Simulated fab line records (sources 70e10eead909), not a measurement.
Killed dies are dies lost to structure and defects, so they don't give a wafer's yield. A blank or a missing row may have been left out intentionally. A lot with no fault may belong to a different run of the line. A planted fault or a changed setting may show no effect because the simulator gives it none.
8D (eight disciplines) problem report, filled in by code	flow nandHarc	the parts of the form that need people (team, actions taken, sign-off) are left out

## 1. THE PROBLEM
oesProductAu at NHARC_A_WL_FILL_ETCHBACK_17 reads a mean of 0.838 a.u. on 2 wafers of 1 lot; wafers without a fault read 0.997 a.u. with a standard deviation of 0.011. That is -14 standard deviations from the usual mean.
The step: etches the open film in Cl2/BCl3, target depth 4 nm, time 26.7 s.
Earliest sighting: wafer L186.5 on rieMetal-02 at day 26 03:38. The record has a number at this step for 38 wafers belonging to 13 lots. By rule, "out" or "out of limits" means more than 4 standard deviations away from the usual mean. All remaining wafers that have a number are taken as sound.

## 2. WHAT IT IS AND WHAT IT IS NOT
question	is	is not
which readings at this step	oesProductAu	drypumpMotorCurrentA
which lots	L186	L173, L174, L175, L176, L179, L180, L190, L191, L192, L193, L194, L195
which wafers of those lots	all that have a number	-
read on which tools	rieMetal-02	rieMetal-01, rieMetal-03
when	from day 26 03:38	up to then (18 sound wafers); but 18 sound wafers of L190, L191, L192, L193, L194, L195 came after

## 3. WHAT RULES OUT EACH SUSPECT
Counting: a tool stays on the suspect list if, at a process step up to the reading, it processed all lots that are out and no sound lot following the first of them.
- rieDiel-12 at NHARC_A_SLIT_ETCH_24 (etches the open film in CF4/CHF3, target depth 121 nm, time 60.5 s): ruled out as a lasting fault. After its first lot that is out, L186 (day 25 02:46), sound lots L191, L192 ran on it.
- rieDiel-08 at NHARC_A_WL_FILL_ETCHBACK_16 (etches the open film in C4F8/O2/Ar, target depth 120 nm, time 24 s): ruled out as a lasting fault. After its first lot that is out, L186 (day 26 03:38), sound lots L191, L193, L194, L195 ran on it. With no start given for some of its lots, NHARC_A_WL_FILL_ETCHBACK_16 uses the hours and lot order of NHARC_A_WL_FILL_ETCHBACK_17.
- rieMetal-02 at NHARC_A_WL_FILL_ETCHBACK_17 (etches the open film in Cl2/BCl3, target depth 4 nm, time 26.7 s): ruled out as a lasting fault. After its first lot that is out, L186 (day 26 03:38), sound lots L190, L192, L194, L195 ran on it.
Left after counting: nothing in the record.

## 4. THE CAUSE (what the simulator had put in)
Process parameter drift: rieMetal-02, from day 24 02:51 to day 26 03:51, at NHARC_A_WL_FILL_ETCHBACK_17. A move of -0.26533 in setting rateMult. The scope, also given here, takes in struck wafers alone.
Counting ruled it out, wrongly.

## 5. SEQUENCE OF EFFECTS, ordered by route
One row per reading whose mean, taken over the struck wafers that have a number, lies over 3 standard deviations from the usual. Only readings whose record carries a usual standard deviation are examined. hours: median over the lots of the time between each lot's start at the first step of this table that gives one and its start at this step. sigmas: the change, counted in usual standard deviations.
hours	step	reading	usual	on struck wafers	change	sigmas
0	NHARC_A_WL_FILL_ETCHBACK_17	oesProductAu	0.997 a.u.	0.838	-0.159	-14
It contains these process steps:
- NHARC_A_WL_FILL_ETCHBACK_17: etches the open film in Cl2/BCl3, target depth 4 nm, time 26.7 s.

## 6. WHAT WOULD HAVE CAUGHT IT SOONER
In this record no reading fell out of limits until day 26 03:38, 49 hours after the fault had begun at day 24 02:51.
